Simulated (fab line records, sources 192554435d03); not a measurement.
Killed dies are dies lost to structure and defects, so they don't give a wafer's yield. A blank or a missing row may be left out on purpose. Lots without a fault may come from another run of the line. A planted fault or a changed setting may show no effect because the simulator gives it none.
A struck lot beside a sound one | flow n5_finfet | 39 steps out of a route of 1938
Sound: wafers L370.3, L370.4, L370.5. Struck: wafer L361.4. (L361.2 of the same lot was not struck and is left out.) The cause comes at the end.
At each step with rows: each side's tool, then ch and its chambers, then its first start. Under that, the readings that differ: sound wafers | struck wafers | difference of the means | sigmas: that difference in standard deviations of wafers without a fault.
alike: readings whose means differ by less than 2 such deviations, and words and numbers that are the same on both sides. not compared: withheld readings, readings that some wafer has no value for, bounds like >300 that may hide the same value, and numbers for which the record gives no deviation and whose values overlap.
The two part at a step that has a row with sigmas, a row that says differs or no value, or rows on one side only. Numbers that don't overlap but have no deviation are shown without sigmas and don't part them. A reading that every wafer of one side lacks parts them only if that side has two wafers or more.

first, 11 steps without rows for these wafers: N5_BEOL_M0_SAQP_DESCUM_19 (chemistry O2, time 7.9 s); N5_BEOL_M0_SAQP_ETCH_83 (etches SiARC in CF4, target depth 39 nm, time 65 s); N5_BEOL_M0_SAQP_ETCH_84 (etches SOC in N2/H2, target depth 100 nm, overetch 20 nm, time 150 s); N5_BEOL_M0_SAQP_STRIP_80 (strips in N2/H2); N5_BEOL_M0_SAQP_HM_OPEN_112 (chemistry CHF3/O2, target SiO2, stops on a-Si, target depth 12 nm, time 13.5 s); N5_BEOL_M0_SAQP_STRIP_113 (strips in CHF3/O2); N5_BEOL_M0_SAQP_MANDREL_ETCH_20 (etches a-Si in HBr/Cl2, stops on SiNx, target depth 60 nm, bt time 10 s, time 30 s); N5_BEOL_M0_SAQP_STRIP_86 (strips in N2/H2); N5_BEOL_M0_SAQP_STRIP_115 (strips in post etch residue remover, time 60 s); N5_BEOL_M0_SAQP_SRD_93 (time 30 s); N5_BEOL_M0_SAQP_RECESS_114 (chemistry HF/NH3, target SiO2, target depth 14.4 nm, afs cycles 3, sublimation time 60 s).
N5_BEOL_M0_SAQP_SPACER1_ALD_98: deposits SiO2, target thk 12.8 nm, pulse time 1 s, purge time 2 s.
  sound on ald_sin-02 ch 0,1,2, day 10 09:38; struck on ald_sin-01 ch 3, day 8 01:10
  reading                                               | sound        | struck | difference | sigmas
  ald_cycles                                            | 138 138 138  | 166    | +28        |
  heater_power_w (W)                                    | 475 427 493  | 563    | +98        | +2
  model.SiO2_of_BEOL_M0_SAQP_SPACER1_ALD_98.thk_nm (nm) | 12.8 12.8 13 | 15.4   | +2.5       |
  alike: chamber_pressure_Torr, precursor_pulse_height_rel
then, 1 step without rows for these wafers: N5_BEOL_M0_SAQP_SPACER1_ETCHBACK_99 (etches SiO2 in CHF3/O2, target depth 15.4 nm, time 7.7 s).
N5_BEOL_M0_SAQP_MANDREL1_REMOVE_100: chemistry HBr/Cl2/O2, target a-Si, stops on SiNx, bt time 10 s.
  sound on rie_si-02 ch 2,3, day 10 10:11; struck on rie_si-01 ch 2, day 8 01:44
  reading                                               | sound       | struck | difference | sigmas
  model.SiO2_of_BEOL_M0_SAQP_SPACER1_ALD_98.thk_nm (nm) | 7.4 7.4 7.6 | 10     | +3         |
  model.BEOL_M0_SAQP.cd_nm (nm)                         | 13 13 13    | 15.2   | +2.2       |
  alike: drypump_motor_current_A, oes_product_au, throttle_valve_pct
  not compared: rf_hours_counter_h
N5_BEOL_M0_SAQP_CD_MEAS_25: target cd 13.1 nm.
  sound on cd_sem-01 ch 0, day 10 10:18; struck on cd_sem-02 ch 0, day 8 01:50
  reading    | sound             | struck | difference | sigmas
  cd_nm (nm) | 12.76 13.25 12.62 | 14.95  | +2.07      | +9
then, 22 steps without rows for these wafers: N5_BEOL_M0_SAQP_ETCH_101 (etches SiNx in CH3F/O2, target depth 29.9 nm, time 42.7 s); N5_BEOL_M0_SAQP_ETCH_102 (etches SiO2 in CF4, target depth 4 nm, time 4.4 s); N5_BEOL_M0_SAQP_MANDREL_ETCH_103 (etches a-Si in HBr/Cl2, stops on SiCN, target depth 45 nm, bt time 10 s, time 27 s); N5_BEOL_M0_SAQP_RECESS_104 (chemistry HF/NH3, target SiO2, target depth 18 nm, afs cycles 3, sublimation time 60 s); N5_BEOL_M0_SAQP_COAT_105 (time 60 s, resist thk 100 nm); N5_BEOL_M0_SAQP_ETCH_106 (etches SOC in N2/H2, stops on SiNx, target depth 150 nm); N5_BEOL_M0_SAQP_ETCH_107 (etches SiNx in CH3F/O2, target depth 30 nm); N5_BEOL_M0_SAQP_STRIP_108 (strips in N2/H2); N5_BEOL_M0_SAQP_RECESS_109 (chemistry HF/NH3, target SiO2, target depth 3 nm, afs cycles 1, sublimation time 60 s); N5_BEOL_M0_SAQP_SPACER2_ALD_26 (deposits SiO2, target thk 15 nm, pulse time 1 s, purge time 2 s); N5_BEOL_M0_SAQP_SPACER2_ETCHBACK_27 (etches SiO2 in CHF3/O2, target depth 22.5 nm, time 11.25 s); N5_BEOL_M0_SAQP_MANDREL2_REMOVE_110 (chemistry HBr/Cl2/O2, target a-Si, stops on SiCN, bt time 10 s); N5_BEOL_M0_SAQP_COAT_69 (time 60 s, resist thk 90 nm); N5_BEOL_M0_SAQP_COAT_72 (time 60 s, resist thk 15 nm); N5_BEOL_M0_SAQP_COAT_87 (time 60 s, resist thk 5 nm); N5_BEOL_M0_SAQP_COAT_34 (resist thk 30 nm); N5_BEOL_M0_SAQP_EBR_36; N5_BEOL_M0_SAQP_SOFTBAKE_35 (time 60 s); N5_BEOL_M0_SAQP_EXPOSE_37 (exposes mask M0 CUT1, target cd 30 nm); N5_BEOL_M0_SAQP_PEB_38 (peb time 60 s); N5_BEOL_M0_SAQP_DEVELOP_39 (develop time 30 s); N5_BEOL_M0_SAQP_DESCUM_45 (chemistry O2, time 7 s).
N5_BEOL_M4_RC_MEAS_101:
  the record has rows for the sound wafers here (prober-01 ch 0, day 13 12:15) and none for the struck ones
then, 1 step without rows for these wafers: N5_PASSIVATION_PROBE_49.

WHERE THEY PART
First at N5_BEOL_M0_SAQP_SPACER1_ALD_98; last, within this record, at N5_BEOL_M4_RC_MEAS_101.

WHY: what the simulator had put in
Process parameter drift: ald_sin-01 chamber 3, from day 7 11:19 on, at N5_BEOL_M0_SAQP_SPACER1_ALD_98. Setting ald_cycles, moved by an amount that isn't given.
